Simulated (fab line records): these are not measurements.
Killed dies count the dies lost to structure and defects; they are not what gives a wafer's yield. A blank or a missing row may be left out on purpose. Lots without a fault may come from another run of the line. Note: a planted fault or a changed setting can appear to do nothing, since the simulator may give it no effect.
Code-filled problem report in 8D (eight disciplines) form :: flow nandHarc :: the parts of the form that need people (team, actions taken, sign-off) are left out

1. THE ISSUE
Mean of killedAtOther at NHARC_END_SORT_01: 648.5 across 2 wafers in 2 lots; on wafers with no fault it is 0.9 (standard deviation 1.2). That is +99 or more standard deviations from the usual mean.
Seen first at day 25 00:31 on prober-01, wafer L952.6. The record holds 15 wafers of 5 lots with a number at this step. Rule for "out" (also "out of limits"): further than 4 standard deviations from the usual mean. Any other wafer with a number is counted as sound.

2. WHAT IT IS AND WHAT IT IS NOT
question: which readings at this step
is: killedAtOther, defectLimitedYield, killedDies, sort_bin_3_pct, sortNPass, sortRimYieldPct, sortYieldPct
is not: killedAtArray, killedAtPeriphery, killedOpen, killedShort, sort_bin_2_pct, sort_bin_4_pct

question: which lots
is: L948, L952
is not: L942, L945, L960

question: which wafers of those lots
is: L948.4, L952.6
is not: L948.2, L948.3, L952.4, L952.5

question: read on which gauges
is: prober-01, prober-02
is not: -

question: when
is: from day 25 00:31
is not: up to then (8 sound wafers); but 5 sound wafers of L948, L960 came after

3. SUSPECTS, AND WHAT RULES EACH OUT
Counting: any tool at a process step up to the reading remains a suspect provided it ran every lot that is out. Sound lots after the first of them don't rule it out here, since some wafers of a struck lot are sound.
- the gauge at NHARC_END_SORT_01 is ruled out. 2 gauges (prober-01, prober-02) read the wafers that are out.
- pvdSputter-03 at NHARC_THIN_TSV_PVD_24 (deposits Al, target thk 800 nm): kept. It processed each lot that is out (first: L952, day 24 03:35); up to then, its last sound lot is L945 (day 21 19:32).
Left after counting: pvdSputter-03 at NHARC_THIN_TSV_PVD_24.

4. THE CAUSE (what the simulator had put in)
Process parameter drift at NHARC_THIN_TSV_PVD_24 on pvdSputter-03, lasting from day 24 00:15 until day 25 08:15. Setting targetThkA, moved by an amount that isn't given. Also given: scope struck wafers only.
Counting left only this tool.

5. THE CHAIN OF EFFECTS, in route order
Each row: a reading whose mean over the struck wafers that have a number lies more than 3 standard deviations from the usual. Only readings for which the record gives a usual standard deviation are gone through. hours: the time from each lot's start at the first step in this table that gives one to its start at this step, as a median over the lots. sigmas: the change in usual standard deviations.
hours: 0
step: NHARC_END_SORT_01
reading: defectLimitedYield
usual: 95.4 %
on struck wafers: 0.1
change: -95.2
sigmas: -60

hours: 0
step: NHARC_END_SORT_01
reading: killedAtOther
usual: 0.9
on struck wafers: 648.5
change: +647.6
sigmas: +99 or more

hours: 0
step: NHARC_END_SORT_01
reading: killedDies
usual: 31
on struck wafers: 676
change: +645
sigmas: +59

hours: 0
step: NHARC_END_SORT_01
reading: sort_bin_3_pct
usual: 0.26 %
on struck wafers: 95.79
change: +95.53
sigmas: +99 or more

hours: 0
step: NHARC_END_SORT_01
reading: sortNPass
usual: 646
on struck wafers: 1
change: -645
sigmas: -59

hours: 0
step: NHARC_END_SORT_01
reading: sortRimYieldPct
usual: 96.4 %
on struck wafers: 0.0
change: -96.4
sigmas: -42

hours: 0
step: NHARC_END_SORT_01
reading: sortYieldPct
usual: 95.4 %
on struck wafers: 0.1
change: -95.2
sigmas: -60

6. HOW IT WOULD HAVE BEEN CAUGHT EARLIER
In this record the first reading out of limits at a measuring or inspecting step was taken at day 25 00:31, 24 hours after the fault began at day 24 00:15.
The start of NHARC_THIN_TSV_PVD_24 on pvdSputter-03 came by day 25 00:31 for every one of the lots that are out (2). A hold on the tool at that time would have spared none of them.
